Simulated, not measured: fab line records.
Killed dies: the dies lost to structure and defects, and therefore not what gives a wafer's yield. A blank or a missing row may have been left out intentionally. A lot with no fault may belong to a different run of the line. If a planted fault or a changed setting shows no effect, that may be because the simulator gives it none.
Chamber matching ; flow n5Finfet ; N5_BEOL_M5_ETCH_72 on rieDiel-03: 4 sister chambers
The step etches underlayer in N2/H2, target depth 6.5 nm, time 5.2 s. 20 wafers are shown with their chamber, then 10 later ones without.

== WAFERS PAIRED WITH THEIR CHAMBERS ==
wafer;chamber;showerheadPlenumPTorr (Torr);throttleValvePct (%);drypumpMotorCurrentA (A)
L074.1;3;2.60;17.65;6.2
L074.3;2;2.55;17.91;5.5
L074.6;2;2.55;17.88;5.5
L080.1;1;2.65;17.91;6.1
L080.4;3;2.60;17.64;6.2
L080.6;2;2.54;17.92;5.5
L081.4;2;2.54;17.93;5.5
L081.5;0;2.45;17.54;6.2
L081.6;1;2.65;17.90;6.1
L082.2;3;2.59;17.64;6.3
L082.3;1;2.65;17.94;6.1
L082.6;2;2.54;17.91;5.5
L084.1;0;2.44;17.57;6.2
L084.2;3;2.59;17.68;6.3
L084.3;2;2.54;17.92;5.5
L089.3;1;2.65;17.94;6.2
L089.5;0;2.44;17.57;6.1
L089.6;3;2.59;17.66;6.2
L092.1;3;2.59;17.70;6.2
L092.4;1;2.64;17.95;6.2

SIGNATURES (means of the wafers above)
reading;chamber 0;chamber 1;chamber 2;chamber 3;scatter within a chamber
showerheadPlenumPTorr;2.4433;2.6480;2.5433;2.5933;0.00508
throttleValvePct;17.5600;17.9280;17.9117;17.6617;0.0207
drypumpMotorCurrentA;6.167;6.140;5.500;6.233;0.0447
Rule: for each reading, subtract the chamber's mean from the wafer's reading, divide by that reading's scatter and square the result; add these up over the readings and take the root, which gives the wafer's distance from the chamber. The wafer belongs to the nearest chamber; if the next one is less than 2 further off, it can't be placed. How the scatter is found: for the shown wafers, subtract from each reading the mean of its chamber, square and add these, divide the total by (wafers less chambers), then take the root.

== WAFERS WHOSE CHAMBER IS MISSING ==
wafer;showerheadPlenumPTorr (Torr);throttleValvePct (%);drypumpMotorCurrentA (A)
L092.6;2.59;17.69;6.2
L093.3;2.43;17.61;6.2
L093.4;2.58;17.71;6.2
L093.6;2.43;17.63;6.2
L095.1;2.43;17.61;6.2
L095.2;2.58;17.69;6.2
L095.4;2.64;17.96;6.1
L094.1;2.64;17.97;6.1
L094.2;2.54;17.97;5.4
L094.6;2.64;17.97;6.2

== WHICH CHAMBER EACH ONE RAN IN ==
wafer;from the rows above;in truth
L092.6;3;3
L093.3;0;0
L093.4;3;3
L093.6;0;0
L095.1;0;0
L095.2;3;3
L095.4;1;1
L094.1;1;1
L094.2;2;2
L094.6;1;1
Placed correctly: 10 of 10. Number that these rows cannot place: 0. Number placed wrongly: 0.
